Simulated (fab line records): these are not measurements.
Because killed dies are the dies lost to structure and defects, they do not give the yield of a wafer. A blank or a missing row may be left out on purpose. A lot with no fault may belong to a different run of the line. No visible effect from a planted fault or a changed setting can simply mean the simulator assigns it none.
Chamber matching	flow nand-harc	rie-si-04 running NHARC_A_DECK1_JOINT_ETCHBACK_07: 4 sister chambers
The step etches the open film in HBr, target depth 105 nm, time 26.9 s. 4 wafers are shown with their chamber, then 8 later ones without.

## EACH WAFER AND ITS CHAMBER
wafer	chamber	oes-product-au (a.u.)
L892.5	2	0.994
L894.5	3	0.992
L894.6	0	1.017
L896.1	1	1.028

## WAFERS WITHOUT THEIR CHAMBER
wafer	oes-product-au (a.u.)
L896.3	1.024
L896.6	0.993
L898.2	1.010
L898.3	0.994
L898.5	1.034
L900.2	0.990
L900.4	0.994
L900.6	0.996

## WHICH CHAMBER EACH WENT THROUGH
wafer	from the rows above	in truth
L896.3	can't be placed: 1 or 0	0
L896.6	can't be placed: 2 or 3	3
L898.2	0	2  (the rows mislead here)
L898.3	can't be placed: 2 or 3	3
L898.5	1	1
L900.2	can't be placed: 3 or 2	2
L900.4	can't be placed: 2 or 3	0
L900.6	can't be placed: 2 or 3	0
1 of 8 placed correctly. These rows do not allow placing 6 (true chamber among the candidates in 4). Number placed wrongly: 1.
How it was worked out, from the rows above alone: a wafer's distance from a chamber is the root of the sum, over the readings, of the square of ((its reading less the chamber's mean) divided by the reading's scatter). If the next closest chamber is less than 2 further off than the closest, the wafer can't be placed; otherwise it belongs to the closest. Each chamber's mean is taken over the wafers shown for it. The scatter (one wafer shown for each chamber): square how far every hidden wafer sits from the nearest shown wafer, average those squares and take the square root.
